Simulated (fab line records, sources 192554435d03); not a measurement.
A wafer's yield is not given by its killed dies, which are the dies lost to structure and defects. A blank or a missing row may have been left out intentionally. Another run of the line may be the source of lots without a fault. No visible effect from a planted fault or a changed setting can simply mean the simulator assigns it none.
Split-lot study	flow n5-finfet	7 lots, 21 wafers read, on a route of 1938 steps

## THE SPLIT
At N5_BEOL_M4_TRENCH_ETCH_37 (etches SiOC in C4F6/O2, target depth 55.555 nm, time 29.2 s), the setting bias-w was moved away from the recipe's 185 W on 8 of the 21 wafers read, by -4.5% to +17.6%. This setting was run at the recipe's value on the other wafers.

The reading is taken at the split's own step.

## THE READING
rf-vpp-V, in V, at N5_BEOL_M4_TRENCH_ETCH_37 (etches SiOC in C4F6/O2, target depth 55.555 nm, time 29.2 s). On this fab line, fault-free wafers typically give 669 V with a standard deviation of 16 V.

wafer	tool, chamber at the split	bias-w as run, W	against the recipe	rf-vpp-V, V	against lot-mates on the recipe
L077.1	rie-diel-01, 3	217.6	+17.6%	770	no lot-mate on the recipe
L077.2	rie-diel-01, 2	217.6	+17.6%	773	no lot-mate on the recipe
L077.5	rie-diel-01, 2	217.6	+17.6%	772	no lot-mate on the recipe
L078.1	rie-diel-05, 0	185	recipe	646	-
L078.2	rie-diel-05, 2	185	recipe	669	-
L078.4	rie-diel-05, 1	185	recipe	706	-
L079.2	rie-diel-01, 3	185	recipe	676	-
L079.5	rie-diel-01, 2	185	recipe	678	-
L079.6	rie-diel-01, 3	214.1	+15.7%	760	+83
L080.3	rie-diel-01, 0	217.2	+17.4%	745	+67
L080.4	rie-diel-01, 3	185	recipe	678	-
L080.6	rie-diel-01, 0	217.2	+17.4%	746	+68
L085.2	rie-diel-05, 1	185	recipe	705	-
L085.5	rie-diel-05, 2	185	recipe	668	-
L085.6	rie-diel-05, 3	176.6	-4.5%	642	-44
L092.3	rie-diel-01, 1	185	recipe	674	-
L092.4	rie-diel-01, 2	207.7	+12.3%	746	+69
L092.6	rie-diel-01, 2	185	recipe	680	-
L094.2	rie-diel-04, 2	185	recipe	700	-
L094.3	rie-diel-04, 3	185	recipe	679	-
L094.6	rie-diel-04, 3	185	recipe	681	-

THE FIT
A straight line over all 21 wafers: rf-vpp-V changes by +4.86 V for each +1% of bias-w; r = +0.94; the points scatter about the line by 15 V.
The same after taking each lot's own level away (the mean of its wafers on the recipe; 18 wafers): +4.69 V for each +1%; r = +0.91; scatter 16 V.
On that fit, the largest move of bias-w shifts the reading by 83 V.
Across the lots, their own levels run from 673.7 to 686.7 V, a range of 0.8 times the standard deviation given above.
The two slopes are in agreement: the lot-to-lot level therefore moves the slope only a little.
Check: for one of the wafers moved furthest among these (+17.4%), held out of the fit, the line's prediction against its lot-mates is +85.3 V. It came out at +67 V against them.
Tool readings at the split's step, against how far the setting was moved: rf-vpp-V r = +0.94.

## OTHER SPLITS APPLIED TO THESE WAFERS
Note: prior to the reading, these wafers also went through further splits. Each is held against what the fit with the lots' levels taken away leaves over:
other split on the same wafers	wafers away from the commonest value	r with rf-vpp-V (lot level and that fit taken away)
N5_BEOL_M4_COAT_61 spin-rpm	8	-0.24
N5_BEOL_M4_DESCUM_33 time-s	4	-0.35

## FILE'S OWN FIT
rf-vpp-V changes by +4.9 V for each +1% of bias-w, r = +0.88.
